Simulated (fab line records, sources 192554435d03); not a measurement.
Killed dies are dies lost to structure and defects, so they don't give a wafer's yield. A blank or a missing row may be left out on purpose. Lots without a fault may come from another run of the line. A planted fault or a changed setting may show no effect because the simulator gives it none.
Chamber matching | flow n5_finfet | N5_GATE_CUT_CMP_43 on cmp-02: 4 sister chambers
The step polishes SiO2. 4 wafers are shown with their chamber, then 9 later ones without.

WAFERS WITH THEIR CHAMBER
wafer  | chamber | motor_current_A (A)
L084.5 | 3       | 11.6
L086.6 | 2       | 13.5
L093.1 | 1       | 14.3
L093.6 | 0       | 10.2

WAFERS WITHOUT THEIR CHAMBER
wafer  | motor_current_A (A)
L093.3 | 11.0
L093.4 | 13.5
L093.5 | 13.9
L094.2 | 14.1
L094.3 | 10.8
L094.5 | 12.9
L095.4 | 13.9
L095.5 | 11.1
L095.6 | 10.7

WHICH CHAMBER EACH WENT THROUGH
wafer  | from the rows above          | in truth
L093.3 | can't be placed: 3 or 0      | 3
L093.4 | can't be placed: 2 or 1      | 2
L093.5 | can't be placed: 1 or 2      | 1
L094.2 | can't be placed: 1 or 2      | 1
L094.3 | can't be placed: 0 or 3      | 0
L094.5 | can't be placed: 2 or 3 or 1 | 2
L095.4 | can't be placed: 1 or 2      | 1
L095.5 | can't be placed: 3 or 0      | 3
L095.6 | can't be placed: 0 or 3      | 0
Placed correctly: 0 of 9. Can't be placed from these rows: 9 (the true chamber is among the candidates in 9). Placed wrongly: 0.
How it was worked out, from the rows above alone: a wafer's distance from a chamber is the root of the sum, over the readings, of the square of ((its reading less the chamber's mean) divided by the reading's scatter). The wafer belongs to the nearest chamber; if the next one is less than 2 further off, it can't be placed. A chamber's mean is the mean of its shown wafers. The scatter: with one shown wafer a chamber, the root of the mean of the squares of how far each hidden wafer lies from its nearest shown one.
